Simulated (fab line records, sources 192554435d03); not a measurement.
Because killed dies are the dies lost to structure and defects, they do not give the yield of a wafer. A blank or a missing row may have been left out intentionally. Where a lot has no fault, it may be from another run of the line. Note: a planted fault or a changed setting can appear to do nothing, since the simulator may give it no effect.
Matching of chambers / flow n5-finfet / rie-diel-05 running N5_BEOL_M2_ETCH_74: 4 sister chambers
The step etches underlayer in N2/H2, target depth 6.5 nm, time 5.2 s. 8 wafers are shown with their chamber, then 11 later ones without.

EACH WAFER AND ITS CHAMBER
wafer=L080.6; chamber=0; showerhead-plenum-p-Torr (Torr)=2.64; drypump-motor-current-A (A)=5.6
wafer=L081.6; chamber=2; showerhead-plenum-p-Torr (Torr)=2.72; drypump-motor-current-A (A)=5.8
wafer=L086.1; chamber=0; showerhead-plenum-p-Torr (Torr)=2.64; drypump-motor-current-A (A)=5.5
wafer=L086.4; chamber=2; showerhead-plenum-p-Torr (Torr)=2.71; drypump-motor-current-A (A)=5.8
wafer=L088.1; chamber=1; showerhead-plenum-p-Torr (Torr)=2.34; drypump-motor-current-A (A)=5.4
wafer=L088.2; chamber=3; showerhead-plenum-p-Torr (Torr)=2.61; drypump-motor-current-A (A)=6.3
wafer=L088.5; chamber=1; showerhead-plenum-p-Torr (Torr)=2.34; drypump-motor-current-A (A)=5.4
wafer=L094.1; chamber=3; showerhead-plenum-p-Torr (Torr)=2.61; drypump-motor-current-A (A)=6.3

WAFERS WITHOUT THEIR CHAMBER
wafer=L094.2; showerhead-plenum-p-Torr (Torr)=2.33; drypump-motor-current-A (A)=5.4
wafer=L094.4; showerhead-plenum-p-Torr (Torr)=2.63; drypump-motor-current-A (A)=5.6
wafer=L095.2; showerhead-plenum-p-Torr (Torr)=2.70; drypump-motor-current-A (A)=5.8
wafer=L095.5; showerhead-plenum-p-Torr (Torr)=2.63; drypump-motor-current-A (A)=5.5
wafer=L095.6; showerhead-plenum-p-Torr (Torr)=2.33; drypump-motor-current-A (A)=5.4
wafer=L096.1; showerhead-plenum-p-Torr (Torr)=2.33; drypump-motor-current-A (A)=5.4
wafer=L096.2; showerhead-plenum-p-Torr (Torr)=2.63; drypump-motor-current-A (A)=5.6
wafer=L096.3; showerhead-plenum-p-Torr (Torr)=2.61; drypump-motor-current-A (A)=6.4
wafer=L097.2; showerhead-plenum-p-Torr (Torr)=2.63; drypump-motor-current-A (A)=5.6
wafer=L097.4; showerhead-plenum-p-Torr (Torr)=2.61; drypump-motor-current-A (A)=6.3
wafer=L097.6; showerhead-plenum-p-Torr (Torr)=2.33; drypump-motor-current-A (A)=5.4

WHICH CHAMBER EACH WENT THROUGH
wafer=L094.2; from the rows above=1; in truth=1
wafer=L094.4; from the rows above=0; in truth=0
wafer=L095.2; from the rows above=2; in truth=2
wafer=L095.5; from the rows above=0; in truth=0
wafer=L095.6; from the rows above=1; in truth=1
wafer=L096.1; from the rows above=1; in truth=1
wafer=L096.2; from the rows above=0; in truth=0
wafer=L096.3; from the rows above=3; in truth=3
wafer=L097.2; from the rows above=0; in truth=0
wafer=L097.4; from the rows above=3; in truth=3
wafer=L097.6; from the rows above=1; in truth=1
Correct placement for 11 of the 11. From these rows, 0 cannot be placed. Number placed wrongly: 0.
How it was worked out, from the rows above alone: a wafer's distance from a chamber is the root of the sum, over the readings, of the square of ((its reading less the chamber's mean) divided by the reading's scatter). If the next closest chamber is less than 2 further off than the closest, the wafer can't be placed; otherwise it belongs to the closest. Each chamber's mean is taken over the wafers shown for it. The scatter is the square root of a quotient: the sum, over the shown wafers, of each reading's squared deviation from its chamber's mean, divided by wafers minus chambers.
